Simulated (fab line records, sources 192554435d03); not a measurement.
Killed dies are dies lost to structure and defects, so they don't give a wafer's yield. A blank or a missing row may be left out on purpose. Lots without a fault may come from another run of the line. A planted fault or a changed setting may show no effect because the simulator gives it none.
fab line records | flow n5_finfet
record lots=5 wafers=15 last_day=17
route steps=1938 shown BEOL_M2@913 BEOL_M3@931
lots that met no fault: from a run of the same line without faults
start_h: hours from the record's first day to the start of the lot's first wafer shown | wait_h: hours since the lot's step before | " the same as in the row above | L1.1+2: a row that stands for several wafers | - no value, or no start given | * or withheld: withheld | < > ~ a bound
route shown NAME@n: a module of which the file shows steps, and the number in the route of the first | usual: mean/standard deviation of fault-free wafers | same: alike in all rows | chamber/n: place in a boat | sites: the reading at each site | _std_site: their standard deviation | _edge_site: outer sites' mean less inner sites' | radius_mm: how far each site lies from the wafer's centre | mask NAME#n: copy n | behind: the tool/chamber that last shaped the wafer | hold: why the lot was held/for how many hours/how that ended | device: the transistor (n, p or np) that didn't switch | end of line: the same wafers' tests at the end of the route | a step without rows: its recipe alone | killed: dies lost to structure and defects at the first sort, not the wafer's yield | map: a wafer's dies, x killed, . not, _ none there
set.NAME: the setting as run; set.NAME@STEP: as run at that earlier step | model.NAME: the simulator's own value behind a step, which no gauge read
lots at some steps of the route; a table a step, a row a wafer
services: from which hour (start_h, from the record's first day; less than 0 if before it) a tool's chamber was out of use, for how many hours, and why
## steps
# step N5_BEOL_M2_ANNEAL_89
# recipe temp_c=400 time_s=240 ambient=vacuum
# usual heater_power_w=792/55
# columns lot.wafer tool chamber start_h wait_h heater_power_w
L075.1 pvd_sputter-02 - 144.60 0.0 792
L075.2 " - " " 733
L075.5 " - " " 724
L087.1 pvd_sputter-02 - 221.96 0.0 717
L087.2 " - " " 806
L087.6 " - " " 802
L091.3 pvd_sputter-02 - 249.50 0.0 828
L091.4 " - " " 714
L091.5 " - " " 733
L096.1 pvd_sputter-02 - 274.87 0.0 718
L096.3 " - " " 723
L096.6 " - " " 794
L097.2 pvd_sputter-01 - 276.96 0.0 824
L097.4 " - " " 735
L097.6 " - " " 808
# step N5_BEOL_M2_SPUTTER_90
# recipe material=Cu target_thk_a=45 temp_c=-20 chamber_pressure_pa=0.07 power_w=withheld time_s=8.29
# usual throttle_valve_pct=29.8/1.4
# columns lot.wafer tool chamber start_h wait_h throttle_valve_pct
L075.1 pvd_sputter-02 - 144.74 0.1 28.9
L075.2 " - " " 26.8
L075.5 " - " " 26.3
L087.1 pvd_sputter-02 - 222.10 0.1 26.6
L087.2 " - " " 28.5
L087.6 " - " " 28.8
L091.3 pvd_sputter-02 - 249.64 0.1 28.6
L091.4 " - " " 27.0
L091.5 " - " " 30.3
L096.1 pvd_sputter-02 - 275.01 0.1 30.3
L096.3 " - " " 26.8
L096.6 " - " " 28.9
L097.2 pvd_sputter-01 - 277.10 0.1 29.3
L097.4 " - " " 29.0
L097.6 " - " " 31.2
# step N5_BEOL_M2_ANNEAL_91
# recipe temp_c=400 time_s=240 ambient=vacuum
# usual heater_power_w=791/53
# columns lot.wafer tool chamber start_h wait_h heater_power_w
L075.1 pvd_sputter-02 - 144.82 0.0 807
L075.2 " - " " 712
L075.5 " - " " 721
L087.1 pvd_sputter-02 - 222.18 0.0 709
L087.2 " - " " 802
L087.6 " - " " 815
L091.3 pvd_sputter-02 - 249.72 0.0 808
L091.4 " - " " 716
L091.5 " - " " 710
L096.1 pvd_sputter-02 - 275.09 0.0 719
L096.3 " - " " 714
L096.6 " - " " 805
L097.2 pvd_sputter-01 - 277.18 0.0 833
L097.4 " - " " 747
L097.6 " - " " 803
# step N5_BEOL_M2_SPUTTER_92
# recipe material=Cu target_thk_a=45 temp_c=-20 chamber_pressure_pa=0.07 power_w=withheld time_s=8.29
# usual throttle_valve_pct=29.8/1.3
# columns lot.wafer tool chamber start_h wait_h throttle_valve_pct
L075.1 pvd_sputter-02 - 144.96 0.1 28.6
L075.2 " - " " 26.9
L075.5 " - " " 26.7
L087.1 pvd_sputter-02 - 222.32 0.1 26.9
L087.2 " - " " 28.8
L087.6 " - " " 28.9
L091.3 pvd_sputter-02 - 249.86 0.1 28.7
L091.4 " - " " 26.8
L091.5 " - " " 30.0
L096.1 pvd_sputter-02 - 275.23 0.1 30.2
L096.3 " - " " 26.7
L096.6 " - " " 28.9
L097.2 pvd_sputter-01 - 277.32 0.1 29.5
L097.4 " - " " 29.3
L097.6 " - " " 31.3
# step N5_BEOL_M2_ANNEAL_93
# recipe temp_c=400 time_s=240 ambient=vacuum
# usual heater_power_w=791/52
# columns lot.wafer tool chamber start_h wait_h heater_power_w
L075.1 pvd_sputter-02 - 145.04 0.0 820
L075.2 " - " " 724
L075.5 " - " " 719
L087.1 pvd_sputter-02 - 222.40 0.0 717
L087.2 " - " " 810
L087.6 " - " " 802
L091.3 pvd_sputter-02 - 249.94 0.0 814
L091.4 " - " " 723
L091.5 " - " " 712
L096.1 pvd_sputter-02 - 275.31 0.0 724
L096.3 " - " " 721
L096.6 " - " " 800
L097.2 pvd_sputter-01 - 277.40 0.0 832
L097.4 " - " " 765
L097.6 " - " " 825
# step N5_BEOL_M2_SPUTTER_94
# recipe material=Cu target_thk_a=45 temp_c=-20 chamber_pressure_pa=0.07 power_w=withheld time_s=8.29
# usual throttle_valve_pct=29.8/1.4
# columns lot.wafer tool chamber start_h wait_h throttle_valve_pct
L075.1 pvd_sputter-02 - 145.18 0.1 28.6
L075.2 " - " " 26.9
L075.5 " - " " 26.8
L087.1 pvd_sputter-02 - 222.54 0.1 26.8
L087.2 " - " " 28.6
L087.6 " - " " 28.7
L091.3 pvd_sputter-02 - 250.08 0.1 28.9
L091.4 " - " " 26.8
L091.5 " - " " 30.5
L096.1 pvd_sputter-02 - 275.45 0.1 30.3
L096.3 " - " " 26.7
L096.6 " - " " 28.7
L097.2 pvd_sputter-01 - 277.54 0.1 29.0
L097.4 " - " " 28.9
L097.6 " - " " 31.1
# step N5_BEOL_M2_ANNEAL_95
# recipe temp_c=400 time_s=240 ambient=vacuum
# usual heater_power_w=790/54
# columns lot.wafer tool chamber start_h wait_h heater_power_w
L075.1 pvd_sputter-02 - 145.26 0.0 827
L075.2 " - " " 708
L075.5 " - " " 732
L087.1 pvd_sputter-02 - 222.62 0.0 714
L087.2 " - " " 807
L087.6 " - " " 790
L091.3 pvd_sputter-02 - 250.16 0.0 800
L091.4 " - " " 696
L091.5 " - " " 718
L096.1 pvd_sputter-02 - 275.53 0.0 734
L096.3 " - " " 709
L096.6 " - " " 792
L097.2 pvd_sputter-01 - 277.62 0.0 827
L097.4 " - " " 747
L097.6 " - " " 811
# step N5_BEOL_M2_SPUTTER_96
# recipe material=Cu target_thk_a=45 temp_c=-20 chamber_pressure_pa=0.07 power_w=withheld time_s=8.29
# usual throttle_valve_pct=29.8/1.3
# columns lot.wafer tool chamber start_h wait_h throttle_valve_pct
L075.1 pvd_sputter-02 - 145.40 0.1 28.6
L075.2 " - " " 26.8
L075.5 " - " " 26.9
L087.1 pvd_sputter-02 - 222.76 0.1 27.1
L087.2 " - " " 28.6
L087.6 " - " " 28.7
L091.3 pvd_sputter-02 - 250.30 0.1 29.0
L091.4 " - " " 26.8
L091.5 " - " " 30.5
L096.1 pvd_sputter-02 - 275.67 0.1 30.4
L096.3 " - " " 26.7
L096.6 " - " " 28.6
L097.2 pvd_sputter-01 - 277.76 0.1 29.1
L097.4 " - " " 29.3
L097.6 " - " " 31.1
# step N5_BEOL_M2_ECD_50
# recipe material=Cu target_thk_a=3000
# columns lot.wafer tool chamber start_h wait_h
L075.1+2+5 ecd_cu-02 1,0,0 145.52 0.1
L087.1+2+6 ecd_cu-02 1,0,0 222.87 0.1
L091.3+4+5 ecd_cu-02 1,0,0 250.44 0.1
L096.1+3+6 ecd_cu-02 1,0,0 275.78 0.1
L097.2+4+6 ecd_cu-02 1 277.87 0.1
# step N5_BEOL_M2_ANNEAL_51
# recipe temp_c=225 time_s=90 ambient=N2
# usual wafer_temp_C_max=226.0/0.45
# columns lot.wafer tool chamber start_h wait_h wafer_temp_C_max
L075.1 rtp_anneal-02 0 145.59 0.1 225.6
L075.2 " 0 " " 225.4
L075.5 " 0 " " 225.3
L087.1 rtp_anneal-01 0 222.95 0.1 226.7
L087.2 " 0 " " 226.1
L087.6 " 0 " " 226.3
L091.3 rtp_anneal-02 0 250.75 0.3 225.5
L091.4 " 0 " " 225.9
L091.5 " 0 " " 225.7
L096.1 rtp_anneal-01 0 275.86 0.1 226.5
L096.3 " 0 " " 226.5
L096.6 " 0 " " 226.6
L097.2 rtp_anneal-02 0 278.04 0.1 225.6
L097.4 " 0 " " 225.6
L097.6 " 0 " " 225.8
# step N5_BEOL_M2_CMP_52
# recipe stop_on=SiOC t_overpolish_s=6.8 down_force_psi=1 platen_rpm=50 clearing_platen_down_force_psi=1.5 clearing_platen_rpm=50 post_cmp_clean=cu_alkaline target_thk_nm=40 clearing_platen_pad_velocity_m_s=0.99484 pad_velocity_m_s=0.99484
# usual barrier_field_endpoint_s=24.6/0.55 motor_current_A=6.2/0.61 overpolish_run_s=6.800/0.0079 time_to_endpoint_s=63/3
# same t_overpolish_s=6.8
# columns lot.wafer tool chamber start_h wait_h barrier_field_endpoint_s motor_current_A overpolish_run_s time_to_endpoint_s
L075.1 cmp-03 3 145.90 0.3 23.7 6.1 6.796 61
L075.2 " 0 " " 24.4 6.4 6.803 63
L075.5 " 3 " " 24.2 6.6 6.797 62
L087.1 cmp-04 1 223.26 0.3 24.8 5.4 6.805 64
L087.2 " 3 " " 24.7 6.7 6.801 63
L087.6 " 1 " " 25.5 5.7 6.809 64
L091.4 cmp-04 2 250.99 0.2 25.5 5.8 6.804 67
L091.3 " 0 " " 25.5 7.4 6.807 68
L091.5 " 1 " " 24.7 5.4 6.808 64
L096.1 cmp-01 0 276.20 0.3 24.9 6.2 6.794 65
L096.3 " 1 " " 24.0 6.4 6.804 60
L096.6 " 3 " " 24.1 5.8 6.809 59
L097.2 cmp-04 3 278.29 0.2 23.9 7.1 6.804 59
L097.4 " 1 " " 24.8 5.4 6.797 61
L097.6 " 3 " " 24.5 6.7 6.817 59
# step N5_BEOL_M2_THK_MEAS_53
# recipe thk_meas_gauge=xrf reads=Cu_of_BEOL_M2_ECD_50
# usual M2_THK=38.2/1.4
# columns lot.wafer tool chamber start_h wait_h M2_THK[nm]
L075.1 film_metro-01 - 146.20 - 38.7
L075.2 " - " " 39.8
L075.5 " - " " 38.7
L087.1 film_metro-02 - 223.56 - 37.8
L087.2 " - " " 37.0
L087.6 " - " " 38.9
L091.3 film_metro-02 - 251.25 - 39.3
L091.4 " - " " 40.1
L091.5 " - " " 37.8
L096.1 film_metro-02 - 276.45 - 37.2
L096.3 " - " " 38.7
L096.6 " - " " 37.2
L097.2 film_metro-01 - 278.58 - 39.9
L097.4 " - " " 37.4
L097.6 " - " " 40.4
# step N5_BEOL_M2_PRE_CLEAN_60
# recipe gas=NH3/H2 time_s=15 temp_c=* rf_power_w=300
# usual heater_power_w=87/17
# columns lot.wafer tool chamber start_h wait_h heater_power_w
L075.1 cvd_co-01 1 146.24 0.0 107
L075.2 " 0 " " 66
L075.5 " 2 " " 86
L087.1 cvd_co-02 1 223.59 0.0 93
L087.2 " 0 " " 101
L087.6 " 1 " " 92
L091.3 cvd_co-01 0 251.28 0.0 69
L091.4 " 1 " " 107
L091.5 " 2 " " 90
L096.1 cvd_co-02 0 276.49 0.0 100
L096.3 " 2 " " 63
L096.6 " 1 " " 91
L097.2 cvd_co-01 2 278.62 0.0 90
L097.4 " 2 " " 87
L097.6 " 1 " " 108
# step N5_BEOL_M2_CO_CAP_55
# recipe material=Co target_thk_a=20 temp_c=200 precursor=CCTBA/H2 pressure_torr=30 time_s=102.1
# usual heater_power_w=238/22
# columns lot.wafer tool chamber start_h wait_h heater_power_w
L075.1 cvd_co-01 1 146.28 0.0 265
L075.2 " 0 " " 206
L075.5 " 2 " " 240
L087.1 cvd_co-02 1 223.63 0.0 240
L087.2 " 0 " " 260
L087.6 " 1 " " 243
L091.3 cvd_co-01 0 251.32 0.0 217
L091.4 " 1 " " 266
L091.5 " 2 " " 243
L096.1 cvd_co-02 0 276.53 0.0 260
L096.3 " 2 " " 209
L096.6 " 1 " " 245
L097.2 cvd_co-01 2 278.66 0.0 242
L097.4 " 2 " " 240
L097.6 " 1 " " 259
# step N5_BEOL_M2_PRE_CLEAN_56
# recipe gas=NH3 time_s=15 temp_c=withheld rf_power_w=300
# columns lot.wafer tool chamber start_h wait_h
L075.1+2+5 pecvd-03 1,0,2 146.37 0.1
L087.1+2+6 pecvd-01 0,1,0 223.72 0.1
L091.3+4+5 pecvd-01 0,0,2 251.42 0.1
L096.1+3+6 pecvd-03 1,0,1 276.62 0.1
L097.2+4+6 pecvd-03 1,0,2 278.75 0.1
# step N5_BEOL_M2_DEP_57
# recipe material=SiCN target_thk_a=80 temp_c=withheld precursor=3MS/NH3 pressure_torr=3 rf_w=202 time_s=14
# usual showerhead_plenum_p_Torr=3.659/0.0077 throttle_valve_pct=8.9/0.63
# columns lot.wafer tool chamber start_h wait_h showerhead_plenum_p_Torr throttle_valve_pct
L075.1 pecvd-03 1 146.39 0.0 3.649 8.2
L075.2 " 0 " " 3.668 8.9
L075.5 " 2 " " 3.658 8.9
L087.1 pecvd-01 0 223.76 0.0 3.652 8.3
L087.2 " 1 " " 3.662 10.2
L087.6 " 0 " " 3.662 8.2
L091.3 pecvd-01 0 251.44 0.0 3.662 8.2
L091.4 " 0 " " 3.645 8.3
L091.5 " 2 " " 3.672 7.7
L096.1 pecvd-03 1 276.65 0.0 3.658 8.3
L096.3 " 0 " " 3.670 8.9
L096.6 " 1 " " 3.651 8.4
L097.2 pecvd-03 1 278.78 0.0 3.648 8.3
L097.4 " 0 " " 3.660 8.9
L097.6 " 2 " " 3.669 9.0
# step N5_BEOL_M2_RS_MEAS_58
# recipe thk_meas_gauge=four-point-probe reads=Co_of_BEOL_M2_CO_CAP_55+Cu_of_BEOL_M2_ECD_50+Co_of_BEOL_M2_CVD_47+TaN_of_BEOL_M2_ALD_84
# usual M2_RS=0.68/0.031
# columns lot.wafer tool chamber start_h wait_h M2_RS[ohm/sq]
L075.1 film_metro-01 - 146.46 0.0 0.66
L075.2 " - " " 0.64
L075.5 " - " " 0.66
L087.1 film_metro-02 - 223.85 0.1 0.68
L087.2 " - " " 0.70
L087.6 " - " " 0.66
L091.3 film_metro-02 - 251.51 0.1 0.65
L091.4 " - " " 0.63
L091.5 " - " " 0.68
L096.1 film_metro-01 - 276.71 0.0 0.70
L096.3 " - " " 0.67
L096.6 " - " " 0.71
L097.2 film_metro-01 - 278.85 0.1 0.65
L097.4 " - " " 0.70
L097.6 " - " " 0.63
# step N5_BEOL_M2_INSPECT_59
# recipe inspect_instrument=darkfield mode=post_dep
# usual raw_defect_count=77/26
# columns lot.wafer tool chamber start_h wait_h raw_defect_count
L075.1 defect_inspect-02 - 146.48 0.0 93
L075.2 " - " " 96
L075.5 " - " " 78
L087.1 defect_inspect-02 - 223.87 0.0 98
L087.2 " - " " 78
L087.6 " - " " 55
L091.3 defect_inspect-02 - 251.53 0.0 70
L091.4 " - " " 84
L091.5 " - " " 83
L096.1 defect_inspect-02 - 276.74 0.0 59
L096.3 " - " " 103
L096.6 " - " " 137
L097.2 defect_inspect-02 - 278.87 0.0 65
L097.4 " - " " 79
L097.6 " - " " 74
# step N5_BEOL_M3_ILD_DEP_00
# recipe material=SiOC target_thk_a=790 temp_c=350 precursor=DEMS/O2 pressure_torr=5 rf_w=500 time_s=15.3
# usual heater_power_w=530/82 showerhead_plenum_p_Torr=5.689/0.012 throttle_valve_pct=11.9/0.84
# columns lot.wafer tool chamber start_h wait_h heater_power_w showerhead_plenum_p_Torr throttle_valve_pct
L075.1 pecvd-02 2 146.52 0.0 430 5.685 10.8
L075.2 " 0 " " 480 5.696 11.9
L075.5 " 0 " " 470 5.691 11.6
L087.1 pecvd-02 0 223.91 0.0 424 5.684 11.9
L087.2 " 1 " " 494 5.688 12.6
L087.6 " 0 " " 415 5.699 11.7
L091.3 pecvd-04 0 251.57 0.0 451 5.700 12.7
L091.4 " 0 " " 436 5.685 12.2
L091.5 " 1 " " 621 5.706 12.7
L096.1 pecvd-01 1 276.78 0.0 448 5.687 13.5
L096.3 " 1 " " 457 5.681 13.6
L096.6 " 1 " " 449 5.680 13.7
L097.2 pecvd-04 1 278.91 0.0 646 5.701 12.2
L097.4 " 1 " " 634 5.675 12.6
L097.6 " 1 " " 647 5.695 12.4
# step N5_BEOL_M3_THK_MEAS_01
# recipe reads=SiOC_of_BEOL_M3_ILD_DEP_00
# usual M3_ILD_THK=78.9/1
# columns lot.wafer tool chamber start_h wait_h M3_ILD_THK[nm]
L075.1 film_metro-02 - 146.59 0.0 79.2
L075.2 " - " " 78.7
L075.5 " - " " 80.2
L087.1 film_metro-02 - 223.98 0.0 77.8
L087.2 " - " " 78.6
L087.6 " - " " 78.3
L091.3 film_metro-02 - 251.64 0.1 76.0
L091.4 " - " " 76.7
L091.5 " - " " 79.3
L096.1 film_metro-02 - 276.86 0.1 78.5
L096.3 " - " " 78.4
L096.6 " - " " 80.0
L097.2 film_metro-02 - 278.99 0.1 78.9
L097.4 " - " " 80.4
L097.6 " - " " 80.2
# step N5_BEOL_M3_PECVD_72
# recipe material=SiO2 target_thk_a=160 temp_c=400 precursor=TEOS/O2 pressure_torr=5.5 rf_w=450 teos_flow_sccm=53.8 gas=O2 flow_sccm=3000 time_s=18
# usual heater_power_w=754/110 showerhead_plenum_p_Torr=8.75/0.035 throttle_valve_pct=22.4/1.5
# columns lot.wafer tool chamber start_h wait_h heater_power_w showerhead_plenum_p_Torr throttle_valve_pct
L075.1 pecvd-04 1 146.63 0.0 897 8.78 23.2
L075.2 " 2 " " 900 8.79 21.6
L075.5 " 2 " " 892 8.78 21.6
L087.1 pecvd-02 1 224.01 0.0 719 8.76 23.4
L087.2 " 0 " " 741 8.73 22.1
L087.6 " 1 " " 744 8.78 23.3
L091.3 pecvd-02 2 251.68 0.0 655 8.74 20.7
L091.4 " 1 " " 687 8.80 23.4
L091.5 " 0 " " 743 8.74 22.4
L096.1 pecvd-04 2 276.90 0.0 878 8.77 21.5
L096.3 " 1 " " 820 8.72 23.6
L096.6 " 2 " " 869 8.78 21.4
L097.2 pecvd-01 1 279.03 0.0 756 8.75 25.6
L097.4 " 2 " " 811 8.82 19.5
L097.6 " 1 " " 753 8.74 25.4
# step N5_BEOL_M3_HM_DEP_02
# recipe material=TiN target_thk_a=200 temp_c=25 chamber_pressure_pa=0.49996
# usual throttle_valve_pct=29.9/1.3
# columns lot.wafer tool chamber start_h wait_h throttle_valve_pct
L075.1 pvd_sputter-01 - 147.21 0.6 29.3
L075.2 " - " " 31.4
L075.5 " - " " 29.1
L087.1 pvd_sputter-01 - 224.65 0.6 29.4
L087.2 " - " " 28.7
L087.6 " - " " 29.4
L091.3 pvd_sputter-02 - 253.14 1.5 28.7
L091.4 " - " " 29.6
L091.5 " - " " 26.8
L096.1 pvd_sputter-01 - 278.08 1.2 29.3
L096.3 " - " " 29.2
L096.6 " - " " 29.5
L097.2 pvd_sputter-01 - 279.52 0.5 29.4
L097.4 " - " " 31.2
L097.6 " - " " 29.3
# step N5_BEOL_M3_COAT_61
# recipe resist=SOC temp_c=250 time_s=60 spin_rpm=1500 resist_thk_nm=60
# usual resist_line_temp_C=22.98/0.1
# columns lot.wafer tool chamber start_h wait_h resist_line_temp_C
L075.1 litho_track-05 0 147.34 0.1 22.92
L075.2 " 0 " " 23.02
L075.5 " 0 " " 23.17
L087.1 litho_track-02 0 224.78 0.1 23.02
L087.2 " 0 " " 23.11
L087.6 " 0 " " 23.04
L091.3 litho_track-05 0 253.27 0.1 22.99
L091.4 " 0 " " 22.92
L091.5 " 0 " " 23.08
L096.1 litho_track-02 0 278.20 0.1 23.05
L096.3 " 0 " " 22.92
L096.6 " 0 " " 22.89
L097.2 litho_track-02 0 279.64 0.1 23.13
L097.4 " 0 " " 23.15
L097.6 " 0 " " 23.14
# step N5_BEOL_M3_COAT_62
# recipe resist=SiARC temp_c=220 time_s=60 spin_rpm=1500 resist_thk_nm=12
# usual resist_line_temp_C=22.98/0.1
# columns lot.wafer tool chamber start_h wait_h resist_line_temp_C
L075.1 litho_track-05 0 - - 23.06
L075.2 " 0 " " 23.13
L075.5 " 0 " " 23.10
L087.1 litho_track-02 0 - - 22.80
L087.2 " 0 " " 22.95
L087.6 " 0 " " 22.85
L091.3 litho_track-05 0 - - 22.99
L091.4 " 0 " " 22.79
L091.5 " 0 " " 23.02
L096.1 litho_track-02 0 - - 22.85
L096.3 " 0 " " 22.86
L096.6 " 0 " " 22.71
L097.2 litho_track-02 0 - - 23.01
L097.4 " 0 " " 23.00
L097.6 " 0 " " 23.00
# step N5_BEOL_M3_COAT_73
# recipe resist=underlayer temp_c=205 time_s=60 spin_rpm=1500 resist_thk_nm=5
# usual resist_line_temp_C=23.01/0.13
# columns lot.wafer tool chamber start_h wait_h resist_line_temp_C
L075.1 litho_track-05 0 - - 23.15
L075.2 " 0 " " 23.25
L075.5 " 0 " " 23.01
L087.1 litho_track-02 0 - - 22.86
L087.2 " 0 " " 22.88
L087.6 " 0 " " 22.84
L091.3 litho_track-05 0 - - 23.08
L091.4 " 0 " " 23.08
L091.5 " 0 " " 22.79
L096.1 litho_track-02 0 - - 23.08
L096.3 " 0 " " 23.04
L096.6 " 0 " " 22.95
L097.2 litho_track-02 0 - - 22.93
L097.4 " 0 " " 22.90
L097.6 " 0 " " 22.80
# step N5_BEOL_M3_COAT_05
# recipe resist=CAR-EUV spin_rpm=1500 resist_thk_nm=30
# usual resist_line_temp_C=23.01/0.11
# columns lot.wafer tool chamber start_h wait_h resist_line_temp_C
L075.1 litho_track-05 0 - - 22.95
L075.2 " 0 " " 22.96
L075.5 " 0 " " 22.96
L087.1 litho_track-02 0 - - 23.03
L087.2 " 0 " " 22.95
L087.6 " 0 " " 22.95
L091.3 litho_track-05 0 - - 23.20
L091.4 " 0 " " 23.11
L091.5 " 0 " " 23.03
L096.1 litho_track-02 0 - - 23.27
L096.3 " 0 " " 23.06
L096.6 " 0 " " 23.17
L097.2 litho_track-02 0 - - 22.97
L097.4 " 0 " " 22.90
L097.6 " 0 " " 22.95
# step N5_BEOL_M3_EBR_07
# recipe solvent=PGMEA ebr_width_mm=1.5
# usual resist_line_temp_C=23.00/0.11
# columns lot.wafer tool chamber start_h wait_h resist_line_temp_C
L075.1 litho_track-05 0 - - 22.94
L075.2 " 0 " " 22.75
L075.5 " 0 " " 22.92
L087.1 litho_track-02 0 - - 22.93
L087.2 " 0 " " 22.87
L087.6 " 0 " " 23.03
L091.3 litho_track-05 0 - - 23.09
L091.4 " 0 " " 23.14
L091.5 " 0 " " 22.80
L096.1 litho_track-02 0 - - 23.01
L096.3 " 0 " " 22.93
L096.6 " 0 " " 23.07
L097.2 litho_track-02 0 - - 23.15
L097.4 " 0 " " 23.11
L097.6 " 0 " " 23.22
# step N5_BEOL_M3_SOFTBAKE_06
# recipe temp_c=110 time_s=60 resist=CAR-EUV
# usual resist_line_temp_C=23.01/0.11
# columns lot.wafer tool chamber start_h wait_h resist_line_temp_C
L075.1 litho_track-05 0 - - 22.95
L075.2 " 0 " " 23.15
L075.5 " 0 " " 23.09
L087.1 litho_track-02 0 - - 22.91
L087.2 " 0 " " 22.89
L087.6 " 0 " " 22.97
L091.3 litho_track-05 0 - - 22.95
L091.4 " 0 " " 22.94
L091.5 " 0 " " 22.99
L096.1 litho_track-02 0 - - 22.90
L096.3 " 0 " " 23.01
L096.6 " 0 " " 23.06
L097.2 litho_track-02 0 - - 23.18
L097.4 " 0 " " 22.96
L097.6 " 0 " " 23.18
# step N5_BEOL_M3_EXPOSE_08
# recipe mask_id=M3 na=0.33 source_shape=dipole sigma_inner=0.369 sigma_outer=0.767 polarization=unpolarized dose_mj=33
# usual focus_offset_nm=0.0/0.48
# columns lot.wafer tool chamber start_h wait_h mask focus_offset_nm
L075.1 euv_scanner-02 0 147.60 - M3#0 0.1
L075.2 " 0 " " M3#0 -0.7
L075.5 " 0 " " M3#0 0.3
L087.1 euv_scanner-01 0 224.92 - M3#0 0.5
L087.2 " 0 " " M3#0 0.6
L087.6 " 0 " " M3#0 0.3
L091.3 euv_scanner-02 0 253.42 - M3#0 0.0
L091.4 " 0 " " M3#0 0.1
L091.5 " 0 " " M3#0 0.0
L096.1 euv_scanner-01 0 278.34 - M3#0 0.4
L096.3 " 0 " " M3#0 0.4
L096.6 " 0 " " M3#0 -0.4
L097.2 euv_scanner-01 0 279.86 - M3#0 -0.9
L097.4 " 0 " " M3#0 -0.5
L097.6 " 0 " " M3#0 -1.0
# step N5_BEOL_M3_PEB_09
# recipe peb_temp_c=100 peb_time_s=60 resist=CAR-EUV
# usual resist_line_temp_C=23.01/0.1
# columns lot.wafer tool chamber start_h wait_h resist_line_temp_C
L075.1 litho_track-05 0 147.66 0.1 22.75
L075.2 " 0 " " 22.98
L075.5 " 0 " " 23.11
L087.1 litho_track-03 0 224.97 0.1 22.95
L087.2 " 0 " " 22.96
L087.6 " 0 " " 23.00
L091.3 litho_track-02 0 253.47 0.0 23.08
L091.4 " 0 " " 23.20
L091.5 " 0 " " 23.13
L096.1 litho_track-03 0 278.40 0.1 22.94
L096.3 " 0 " " 22.94
L096.6 " 0 " " 23.00
L097.2 litho_track-05 0 279.91 0.0 22.74
L097.4 " 0 " " 22.90
L097.6 " 0 " " 22.83
# step N5_BEOL_M3_DEVELOP_10
# recipe develop_time_s=30 developer=TMAH resist=CAR-EUV rinse_liquid=surfactant_rinse dry=air_spin dev_temp_c=23
# usual resist_line_temp_C=23.02/0.12
# columns lot.wafer tool chamber start_h wait_h resist_line_temp_C
L075.1 litho_track-05 0 - - 23.09
L075.2 " 0 " " 23.10
L075.5 " 0 " " 23.00
L087.1 litho_track-03 0 - - 22.95
L087.2 " 0 " " 23.10
L087.6 " 0 " " 22.94
L091.3 litho_track-02 0 - - 23.05
L091.4 " 0 " " 23.09
L091.5 " 0 " " 23.06
L096.1 litho_track-03 0 - - 23.34
L096.3 " 0 " " 23.21
L096.6 " 0 " " 23.17
L097.2 litho_track-05 0 - - 22.93
L097.4 " 0 " " 22.89
L097.6 " 0 " " 22.89
# step N5_BEOL_M3_CD_MEAS_11
# recipe target_cd_nm=17.05 landing_energy_ev=500 detector=se_inlens polarity=opening
# usual cd_nm=17.15/0.26
# columns lot.wafer tool chamber start_h wait_h cd_nm
L075.1 cd_sem-01 0 147.73 - 17.14
L075.2 " 0 " " 17.51
L075.5 " 0 " " 17.52
L087.1 cd_sem-03 0 225.04 - 16.89
L087.2 " 0 " " 17.03
L087.6 " 0 " " 16.90
L091.3 cd_sem-01 0 253.54 - 16.81
L091.4 " 0 " " 16.95
L091.5 " 0 " " 16.97
L096.1 cd_sem-02 0 278.47 - 17.19
L096.3 " 0 " " 16.91
L096.6 " 0 " " 17.06
L097.2 cd_sem-03 0 279.98 - 17.57
L097.4 " 0 " " 17.29
L097.6 " 0 " " 17.42
# step N5_BEOL_M3_OVL_MEAS_12
# recipe points_per_wafer=522
# usual M3_OVL=0.0/0.65
# columns lot.wafer tool chamber start_h wait_h M3_OVL[nm]
L075.1 overlay-02 0 147.76 0.0 0.3
L075.2 " 0 " " -0.7
L075.5 " 0 " " 0.0
L087.1 overlay-02 0 225.07 0.0 -0.9
L087.2 " 0 " " 0.0
L087.6 " 0 " " 0.1
L091.3 overlay-01 0 253.58 0.0 -0.9
L091.4 " 0 " " 0.1
L091.5 " 0 " " 0.4
L096.1 overlay-01 0 278.50 0.0 1.7
L096.3 " 0 " " 1.2
L096.6 " 0 " " -0.1
L097.2 overlay-02 0 280.01 0.0 -0.4
L097.4 " 0 " " -0.7
L097.6 " 0 " " -0.3
# step N5_BEOL_M3_INSPECT_13
# recipe mode=adi inspect_instrument=brightfield
# usual raw_defect_count=416/84
# columns lot.wafer tool chamber start_h wait_h raw_defect_count
L075.1 defect_inspect-02 - 147.82 0.1 426
L075.2 " - " " 417
L075.5 " - " " 498
L087.1 defect_inspect-01 - 225.13 0.1 629
L087.2 " - " " 390
L087.6 " - " " 341
L091.3 defect_inspect-02 - 253.63 0.1 366
L091.4 " - " " 466
L091.5 " - " " 559
L096.1 defect_inspect-02 - 278.55 0.1 382
L096.3 " - " " 423
L096.6 " - " " 477
L097.2 defect_inspect-02 - 280.07 0.0 328
L097.4 " - " " 618
L097.6 " - " " 445
## services
# columns tool chamber start_h hours kind
cvd_co-02 - 123.56 6.9 pm
pvd_sputter-02 - 124.06 2.1 repair
euv_scanner-01 - 128.82 0.4 repair
pecvd-04 - 129.76 2.1 repair
cvd_co-02 - 130.46 2.8 pm
cvd_co-01 - 134.02 1.2 repair
pecvd-04 - 134.06 2.2 repair
pecvd-01 0 135.19 14.8 repair
euv_scanner-01 - 138.99 5.4 repair
euv_scanner-01 - 158.53 1.0 pm
pecvd-01 - 178.46 0.7 repair
cvd_co-02 1 187.00 10.4 repair
ecd_cu-02 - 187.02 7.1 pm
cmp-04 - 192.23 4.0 pm
pecvd-02 0 192.85 6.5 repair
pecvd-01 - 195.58 6.0 pm
cvd_co-01 0 211.71 6.2 repair
pecvd-04 - 218.53 6.0 pm
pecvd-03 2 228.10 7.4 repair
pecvd-02 0 238.79 12.3 repair
ecd_cu-02 - 239.71 3.4 repair
pecvd-04 0 272.73 8.0 repair
pecvd-01 0 276.77 4.4 repair
cvd_co-02 2 279.64 3.0 repair
## key
fault none
